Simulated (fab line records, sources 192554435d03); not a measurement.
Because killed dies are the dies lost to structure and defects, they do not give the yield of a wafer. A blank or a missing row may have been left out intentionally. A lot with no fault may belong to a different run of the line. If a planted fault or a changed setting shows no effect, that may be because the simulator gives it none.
Chamber matching | flow n5 finfet | 4 sister chambers for N5_BEOL_M10_STRIP_19 on rie diel-05
The step strips in O2. 4 wafers are shown with their chamber, then 12 later ones without.

WAFERS WITH THEIR CHAMBER
wafer  | chamber | drypump motor current A (A)
L091.5 | 1       | 5.1
L092.2 | 2       | 6.2
L092.3 | 3       | 5.7
L092.5 | 0       | 5.6

WAFERS MISSING THEIR CHAMBER
wafer  | drypump motor current A (A)
L093.1 | 5.7
L093.3 | 5.1
L093.6 | 6.3
L095.3 | 5.6
L095.4 | 5.1
L095.5 | 5.7
L094.2 | 5.6
L094.3 | 6.2
L094.5 | 6.2
L097.1 | 5.7
L097.2 | 6.2
L097.3 | 5.1

THE CHAMBER EACH PASSED THROUGH
wafer  | from the rows above | in truth
L093.1 | 3                   | 3
L093.3 | 1                   | 1
L093.6 | 2                   | 2
L095.3 | 0                   | 0
L095.4 | 1                   | 1
L095.5 | 3                   | 3
L094.2 | 0                   | 0
L094.3 | 2                   | 2
L094.5 | 2                   | 2
L097.1 | 3                   | 3
L097.2 | 2                   | 2
L097.3 | 1                   | 1
Correct placement for 12 of the 12. Number that these rows cannot place: 0. 0 placed wrongly.
How it was worked out, from the rows above alone: a wafer's distance from a chamber is the root of the sum, over the readings, of the square of ((its reading less the chamber's mean) divided by the reading's scatter). The wafer belongs to the nearest chamber; if the next one is less than 2 further off, it can't be placed. For every chamber, the mean is computed from those of its wafers that are shown. The scatter: root of mean squared gap, hidden wafer to nearest shown wafer, with one shown wafer a chamber.
